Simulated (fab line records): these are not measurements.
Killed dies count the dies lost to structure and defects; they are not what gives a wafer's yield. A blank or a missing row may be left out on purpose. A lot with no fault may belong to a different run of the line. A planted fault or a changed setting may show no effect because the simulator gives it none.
The tool behind it: which one? || flow n5_finfet || 10 lots, 28 wafers sampled, at 3 steps of a route of 1938

## WHAT THE GAUGES READ, wafer by wafer
N5_BEOL_M4_RC_MEAS_101. Usual: DIBL_N 35.1 mV/V, standard deviation 1.5; DIBL_P 35.2 mV/V, standard deviation 2; IOFF_N 0.146 nA/um, standard deviation 0.028; IOFF_P 0.20 nA/um, standard deviation 0.036; ION_N 670 uA/um, standard deviation 12; ION_P 462 uA/um, standard deviation 8.2; SS_N 71.2 mV/dec, standard deviation 0.63; SS_P 73.1 mV/dec, standard deviation 0.7; VT_N 250 mV, standard deviation 3.6; VT_P -251 mV, standard deviation 3.3.
{"lot": "L384", "measured": "day 8 22:20", "on": "prober-02", "DIBL_N (mV/V)": "32.4 36.0", "DIBL_P (mV/V)": "32.2 37.7", "IOFF_N (nA/um)": "0.104 0.163", "IOFF_P (nA/um)": "0.16 0.24", "ION_N (uA/um)": "659 668", "ION_P (uA/um)": "454 465", "SS_N (mV/dec)": "70.0 71.6", "SS_P (mV/dec)": "72.6 73.4", "VT_N (mV)": "254 248", "VT_P (mV)": "-251 -250", "flag": ""}
{"lot": "L386", "measured": "day 8 23:31", "on": "prober-02", "DIBL_N (mV/V)": "37.9 36.7 37.4", "DIBL_P (mV/V)": "38.4 36.5 37.5", "IOFF_N (nA/um)": "0.224 0.184 0.204", "IOFF_P (nA/um)": "0.29 0.26 0.29", "ION_N (uA/um)": "698 659 689", "ION_P (uA/um)": "474 458 469", "SS_N (mV/dec)": "71.8 71.6 72.0", "SS_P (mV/dec)": "73.8 74.0 73.9", "VT_N (mV)": "242 247 246", "VT_P (mV)": "-245 -246 -245", "flag": ""}
{"lot": "L395", "measured": "day 11 23:13", "on": "prober-01", "DIBL_N (mV/V)": "37.6 35.0 34.9", "DIBL_P (mV/V)": "37.8 33.7 35.0", "IOFF_N (nA/um)": "0.180 0.141 0.143", "IOFF_P (nA/um)": "0.23 0.17 0.18", "ION_N (uA/um)": "672 659 673", "ION_P (uA/um)": "458 449 454", "SS_N (mV/dec)": "71.6 71.5 70.8", "SS_P (mV/dec)": "73.6 72.5 73.1", "VT_N (mV)": "250 249 254", "VT_P (mV)": "-250 -257 -251", "flag": ""}
{"lot": "L398", "measured": "day 11 23:38", "on": "prober-02", "DIBL_N (mV/V)": "33.3 32.8 35.4", "DIBL_P (mV/V)": "33.7 34.1 36.4", "IOFF_N (nA/um)": "0.127 0.126 0.161", "IOFF_P (nA/um)": "0.19 0.19 0.24", "ION_N (uA/um)": "666 664 675", "ION_P (uA/um)": "462 464 469", "SS_N (mV/dec)": "70.3 70.7 71.8", "SS_P (mV/dec)": "72.5 72.5 73.6", "VT_N (mV)": "251 251 247", "VT_P (mV)": "-249 -251 -247", "flag": ""}
{"lot": "L397", "measured": "day 12 04:04", "on": "prober-02", "DIBL_N (mV/V)": "36.8 34.0 33.5", "DIBL_P (mV/V)": "36.2 34.2 33.2", "IOFF_N (nA/um)": "0.159 0.123 0.112", "IOFF_P (nA/um)": "0.19 0.16 0.15", "ION_N (uA/um)": "650 674 660", "ION_P (uA/um)": "447 457 455", "SS_N (mV/dec)": "72.4 70.9 70.4", "SS_P (mV/dec)": "73.2 72.8 72.2", "VT_N (mV)": "250 253 252", "VT_P (mV)": "-253 -256 -255", "flag": ""}
{"lot": "L402", "measured": "day 13 00:38", "on": "prober-01", "DIBL_N (mV/V)": "34.3 36.1", "DIBL_P (mV/V)": "33.0 35.3", "IOFF_N (nA/um)": "0.113 0.139", "IOFF_P (nA/um)": "0.16 0.19", "ION_N (uA/um)": "673 674", "ION_P (uA/um)": "463 468", "SS_N (mV/dec)": "70.9 70.2", "SS_P (mV/dec)": "72.8 73.2", "VT_N (mV)": "253 251", "VT_P (mV)": "-253 -253", "flag": ""}
{"lot": "L401", "measured": "day 13 03:28", "on": "prober-02", "DIBL_N (mV/V)": "33.3 35.9 33.4", "DIBL_P (mV/V)": "32.2 36.0 32.5", "IOFF_N (nA/um)": "0.128 0.176 0.126", "IOFF_P (nA/um)": "0.20 0.25 0.20", "ION_N (uA/um)": "673 685 666", "ION_P (uA/um)": "473 478 467", "SS_N (mV/dec)": "70.5 70.3 70.4", "SS_P (mV/dec)": "72.3 73.8 72.7", "VT_N (mV)": "248 243 249", "VT_P (mV)": "-247 -244 -251", "flag": ""}
{"lot": "L403", "measured": "day 13 03:50", "on": "prober-01", "DIBL_N (mV/V)": "32.4 32.4 35.7", "DIBL_P (mV/V)": "31.6 31.9 36.2", "IOFF_N (nA/um)": "0.116 0.120 0.183", "IOFF_P (nA/um)": "0.19 0.19 0.26", "ION_N (uA/um)": "656 666 680", "ION_P (uA/um)": "460 462 475", "SS_N (mV/dec)": "70.9 71.7 71.9", "SS_P (mV/dec)": "71.7 72.3 73.1", "VT_N (mV)": "254 252 246", "VT_P (mV)": "-251 -249 -245", "flag": ""}
{"lot": "L404", "measured": "day 13 06:05", "on": "prober-02", "DIBL_N (mV/V)": "33.7 33.3 36.7", "DIBL_P (mV/V)": "32.9 31.6 36.1", "IOFF_N (nA/um)": "0.123 0.114 0.176", "IOFF_P (nA/um)": "0.16 0.14 0.21", "ION_N (uA/um)": "668 661 671", "ION_P (uA/um)": "457 455 457", "SS_N (mV/dec)": "70.8 70.4 71.5", "SS_P (mV/dec)": "71.9 72.7 73.8", "VT_N (mV)": "251 256 249", "VT_P (mV)": "-253 -257 -251", "flag": ""}
{"lot": "L405", "measured": "day 14 12:02", "on": "prober-01", "DIBL_N (mV/V)": "33.1 32.8 33.7", "DIBL_P (mV/V)": "32.6 33.5 33.0", "IOFF_N (nA/um)": "0.103 0.110 0.116", "IOFF_P (nA/um)": "0.15 0.17 0.16", "ION_N (uA/um)": "657 664 670", "ION_P (uA/um)": "456 464 451", "SS_N (mV/dec)": "70.5 70.8 70.2", "SS_P (mV/dec)": "71.4 72.8 72.3", "VT_N (mV)": "257 253 253", "VT_P (mV)": "-255 -253 -255", "flag": ""}

N5_BEOL_M12_CD_MEAS_17: target cd 140 nm. Usual: 140.9 nm for cd_nm, sd 2.
{"lot": "L384", "measured": "day 11 19:11", "on": "cd_sem-03", "cd_nm (nm)": "141.4 140.7", "flag": ""}
{"lot": "L386", "measured": "day 11 15:06", "on": "cd_sem-01", "cd_nm (nm)": "141.4 142.1 137.8", "flag": ""}
{"lot": "L395", "measured": "day 14 18:25", "on": "cd_sem-01", "cd_nm (nm)": "143.5 141.0 140.0", "flag": ""}
{"lot": "L398", "measured": "day 14 20:26", "on": "cd_sem-02", "cd_nm (nm)": "143.5 143.9 143.1", "flag": ""}
{"lot": "L397", "measured": "day 14 18:36", "on": "cd_sem-01", "cd_nm (nm)": "138.2 140.0 142.1", "flag": ""}
{"lot": "L402", "measured": "day 16 01:03", "on": "cd_sem-01", "cd_nm (nm)": "139.3 135.5", "flag": ""}
{"lot": "L401", "measured": "day 15 23:29", "on": "cd_sem-03", "cd_nm (nm)": "144.6 144.4 142.6", "flag": ""}
{"lot": "L403", "measured": "day 16 04:01", "on": "cd_sem-01", "cd_nm (nm)": "143.2 142.3 141.8", "flag": ""}
{"lot": "L404", "measured": "day 16 09:29", "on": "cd_sem-03", "cd_nm (nm)": "141.9 144.3 143.0", "flag": ""}
{"lot": "L405", "measured": "day 17 00:19", "on": "cd_sem-01", "cd_nm (nm)": "141.6 141.1 141.8", "flag": ""}

N5_BEOL_M12_CD_MEAS_28: target cd 160.2 nm. Usual: 160.2 nm for cd_nm, sd 1.5.
{"lot": "L384", "measured": "day 11 19:39", "on": "cd_sem-02", "cd_nm (nm)": "162.0 161.1", "flag": ""}
{"lot": "L386", "measured": "day 11 15:26", "on": "cd_sem-02", "cd_nm (nm)": "160.7 159.7 157.8", "flag": ""}
{"lot": "L395", "measured": "day 14 18:45", "on": "cd_sem-02", "cd_nm (nm)": "161.1 162.4 158.6", "flag": ""}
{"lot": "L398", "measured": "day 14 20:53", "on": "cd_sem-03", "cd_nm (nm)": "159.6 160.3 160.9", "flag": ""}
{"lot": "L397", "measured": "day 14 18:56", "on": "cd_sem-02", "cd_nm (nm)": "160.5 160.8 158.0", "flag": ""}
{"lot": "L402", "measured": "day 16 01:30", "on": "cd_sem-01", "cd_nm (nm)": "162.5 161.2", "flag": ""}
{"lot": "L401", "measured": "day 15 23:49", "on": "cd_sem-01", "cd_nm (nm)": "162.0 163.0 157.7", "flag": ""}
{"lot": "L403", "measured": "day 16 04:28", "on": "cd_sem-03", "cd_nm (nm)": "160.2 162.3 162.2", "flag": ""}
{"lot": "L404", "measured": "day 16 09:49", "on": "cd_sem-01", "cd_nm (nm)": "162.3 160.3 161.5", "flag": ""}
{"lot": "L405", "measured": "day 17 00:38", "on": "cd_sem-01", "cd_nm (nm)": "160.4 161.7 163.7", "flag": ""}

## EACH LOT AND THE TOOL THAT RAN IT (in order: tool; ch and the chambers of the sampled wafers; start)
No process step before these readings appears in the record.

## WHAT THE TOOLS THEMSELVES READ (means of the sampled wafers that have a number; where no wafer has one, the mark that the record gives instead)
The record holds no such reading with a usual standard deviation.

## THE ANSWER, worked out from the rows above alone
Rule: lot off if the mean of its wafers having a number is beyond 3 standard deviations from the usual mean. A lot without any number at a reading at which 4 lots or more have one is off too. Any other lot the step has rows for is counted as sound. After the gauges, taken in route order, come the tools' own readings; for these a lot's mean is taken, as printed above. At the first step where some lot is off, the reading lying furthest off is the one used; lots without a number count as furthest.
No lot is off at any reading shown: from this, nothing can be told.

## WHAT THE SIMULATOR HAD INSERTED
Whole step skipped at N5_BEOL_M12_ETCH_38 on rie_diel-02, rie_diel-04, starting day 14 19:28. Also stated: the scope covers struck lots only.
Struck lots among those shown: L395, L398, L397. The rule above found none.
